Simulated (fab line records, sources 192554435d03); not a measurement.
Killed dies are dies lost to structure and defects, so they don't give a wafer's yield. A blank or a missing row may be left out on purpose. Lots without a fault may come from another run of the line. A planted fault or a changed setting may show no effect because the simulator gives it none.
Split-lot experiment | flow n5_finfet | 7 lots, 21 wafers read, on a route of 1938 steps

THE SPLIT
At N5_BEOL_M5_COAT_59 (time 60 s, resist thk 60 nm), the setting spin_rpm was moved away from the recipe's 1500 rpm on 3 of the 21 wafers read, by -8.7% to -5.7%. The other wafers ran this setting at the recipe's value.

FROM THE SPLIT TO THE READING: what the file shows between them, 10 steps
- N5_BEOL_M5_COAT_05: resist thk 30 nm (also split here: spin_rpm)
- N5_BEOL_M5_EBR_07
- N5_BEOL_M5_SOFTBAKE_06: time 60 s
- N5_BEOL_M5_DESCUM_16: chemistry O2, time 7 s
- N5_BEOL_M5_ETCH_72: etches underlayer in N2/H2, target depth 6.5 nm, time 5.2 s
- N5_BEOL_M5_ETCH_61: etches SiARC in CF4, target depth 15.6 nm, time 26 s
- N5_BEOL_M5_ETCH_62: etches SOC in N2/H2, target depth 75 nm, overetch 15 nm, time 112.5 s
- N5_BEOL_M5_STRIP_63: strips in N2/H2
- N5_BEOL_M5_STRIP_73: strips in N2/H2
- N5_BEOL_M5_STRIP_64: strips in CF4

THE READING
SOC_of_BEOL_M5_COAT_59.thk_nm (the simulator's own value, which no gauge read), in nm, at N5_BEOL_M5_HM_OPEN_17 (chemistry Cl2/BCl3, target TiN, target depth 20 nm, overetch 6 nm). The file gives no usual value for it. The 18 wafers here that ran the recipe average 52.0 nm, standard deviation 0.24 nm.

wafer  | tool, chamber at the split | spin_rpm as run, rpm | against the recipe | SOC_of_BEOL_M5_COAT_59.thk_nm, nm | against lot-mates on the recipe
L078.1 | litho_track-04, 0          | 1500                 | recipe             | 52.2                              | -
L078.2 | litho_track-04, 0          | 1500                 | recipe             | 52                                | -
L078.3 | litho_track-04, 0          | 1500                 | recipe             | 52                                | -
L081.1 | litho_track-02, 0          | 1500                 | recipe             | 51.8                              | -
L081.4 | litho_track-02, 0          | 1500                 | recipe             | 51.8                              | -
L081.5 | litho_track-02, 0          | 1500                 | recipe             | 52                                | -
L082.1 | litho_track-01, 0          | 1500                 | recipe             | 52.2                              | -
L082.3 | litho_track-01, 0          | 1500                 | recipe             | 52.2                              | -
L082.2 | litho_track-01, 0          | 1369                 | -8.7%              | 54.6                              | +2.4
L083.3 | litho_track-02, 0          | 1500                 | recipe             | 51.8                              | -
L083.6 | litho_track-02, 0          | 1500                 | recipe             | 51.8                              | -
L083.4 | litho_track-02, 0          | 1500                 | recipe             | 52.2                              | -
L090.1 | litho_track-02, 0          | 1500                 | recipe             | 51.8                              | -
L090.3 | litho_track-02, 0          | 1500                 | recipe             | 51.8                              | -
L090.6 | litho_track-02, 0          | 1500                 | recipe             | 52.4                              | -
L093.1 | litho_track-04, 0          | 1500                 | recipe             | 52.2                              | -
L093.4 | litho_track-04, 0          | 1500                 | recipe             | 52.2                              | -
L093.6 | litho_track-04, 0          | 1500                 | recipe             | 52.6                              | -
L095.2 | litho_track-01, 0          | 1414                 | -5.7%              | 53.8                              | +2.0
L095.3 | litho_track-01, 0          | 1500                 | recipe             | 51.8                              | -
L095.5 | litho_track-01, 0          | 1414                 | -5.7%              | 54.2                              | +2.4

THE FIT
A straight line over all 21 wafers: SOC_of_BEOL_M5_COAT_59.thk_nm changes by -0.314 nm for each +1% of spin_rpm; r = -0.96; the points scatter about the line by 0.25 nm.
The same after taking each lot's own level away (the mean of its wafers on the recipe; 21 wafers): -0.323 nm for each +1%; r = -0.96; scatter 0.23 nm.
On that fit, the largest move of spin_rpm shifts the reading by 2.8 nm.
The lots' own levels span 51.80 to 52.33 nm, that is 2.3 times the standard deviation above.
So the lot-to-lot level changes the slope little: the two slopes agree.
Check: with one of the wafers moved furthest among these (-8.7%) left out of the fit, the line predicts +3.35 nm for it against its lot-mates. It came out at +2.4 nm against them.

OTHER SPLITS ON THESE WAFERS
These wafers also went through other splits before the reading. Each is held against what the fit with the lots' levels taken away leaves over:
other split on the same wafers | wafers away from the commonest value | r with SOC_of_BEOL_M5_COAT_59.thk_nm (lot level and that fit taken away)
N5_BEOL_M4_EXPOSE_08 dose_mj   | 11                                   | -0.17
N5_BEOL_M4_COAT_67 spin_rpm    | 5                                    | +0.43
N5_BEOL_M4_COAT_22 spin_rpm    | 8                                    | +0.05
N5_BEOL_M5_COAT_05 spin_rpm    | 5                                    | +0.11

THE WHOLE CHAIN: every reading that the file lists as answering this split, in the file's order
step                  | what it does                                                          | reading                                                                        | change (the file's fit)               | r (the file's)
N5_BEOL_M5_COAT_59    | time 60 s, resist thk 60 nm                                           | SOC_of_BEOL_M5_COAT_59.thk_nm (the simulator's own value, which no gauge read) | -0.335 nm for each +1% of the setting | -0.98
N5_BEOL_M5_ETCH_62    | etches SOC in N2/H2, target depth 75 nm, overetch 15 nm, time 112.5 s | etch.depth_nm (the simulator's own value, which no gauge read)                 | -0.325 nm for each +1% of the setting | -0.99
N5_BEOL_M5_HM_OPEN_17 | chemistry Cl2/BCl3, target TiN, target depth 20 nm, overetch 6 nm     | SOC_of_BEOL_M5_COAT_59.thk_nm (the simulator's own value, which no gauge read) | -0.308 nm for each +1% of the setting | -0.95

THE FILE'S OWN FIT
SOC_of_BEOL_M5_COAT_59.thk_nm changes by -0.308 nm for each +1% of spin_rpm, r = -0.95.
